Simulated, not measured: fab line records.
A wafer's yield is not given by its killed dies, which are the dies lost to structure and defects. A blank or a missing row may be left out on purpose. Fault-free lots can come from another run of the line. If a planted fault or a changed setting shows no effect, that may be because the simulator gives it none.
Chamber matching + flow n5Finfet + 4 sister chambers for N5_BEOL_M14_ETCH_67 on rieDiel-06
The step etches SiARC in CF4, target depth 143 nm, time 238.3 s. 4 wafers are shown with their chamber, then 10 later ones without.

== EACH WAFER AND ITS CHAMBER ==
| wafer  | chamber | drypumpMotorCurrentA (A) |
|--------|---------|--------------------------|
| L086.3 | 2       | 4.9                      |
| L091.3 | 3       | 6.4                      |
| L090.3 | 0       | 6.4                      |
| L090.4 | 1       | 5.7                      |

== WAFERS WITHOUT THEIR CHAMBER ==
| wafer  | drypumpMotorCurrentA (A) |
|--------|--------------------------|
| L090.6 | 6.4                      |
| L093.3 | 5.8                      |
| L093.5 | 5.7                      |
| L093.6 | 4.9                      |
| L092.1 | 6.4                      |
| L092.2 | 5.7                      |
| L092.5 | 5.7                      |
| L096.4 | 6.4                      |
| L096.5 | 5.8                      |
| L096.6 | 6.4                      |

== WHICH CHAMBER EACH WENT THROUGH ==
| wafer  | from the rows above     | in truth |
|--------|-------------------------|----------|
| L090.6 | can't be placed: 0 or 3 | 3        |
| L093.3 | 1                       | 1        |
| L093.5 | 1                       | 1        |
| L093.6 | 2                       | 2        |
| L092.1 | can't be placed: 0 or 3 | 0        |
| L092.2 | 1                       | 1        |
| L092.5 | 1                       | 1        |
| L096.4 | can't be placed: 0 or 3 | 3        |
| L096.5 | 1                       | 1        |
| L096.6 | can't be placed: 0 or 3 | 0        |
6 of 10 placed correctly. These rows do not allow placing 4 (true chamber among the candidates in 4). Wrongly placed: 0.
How it was worked out, from the rows above alone: a wafer's distance from a chamber is the root of the sum, over the readings, of the square of ((its reading less the chamber's mean) divided by the reading's scatter). If the next closest chamber is less than 2 further off than the closest, the wafer can't be placed; otherwise it belongs to the closest. A chamber's mean is the mean of its shown wafers. The scatter (one wafer shown for each chamber): square how far every hidden wafer sits from the nearest shown wafer, average those squares and take the square root.
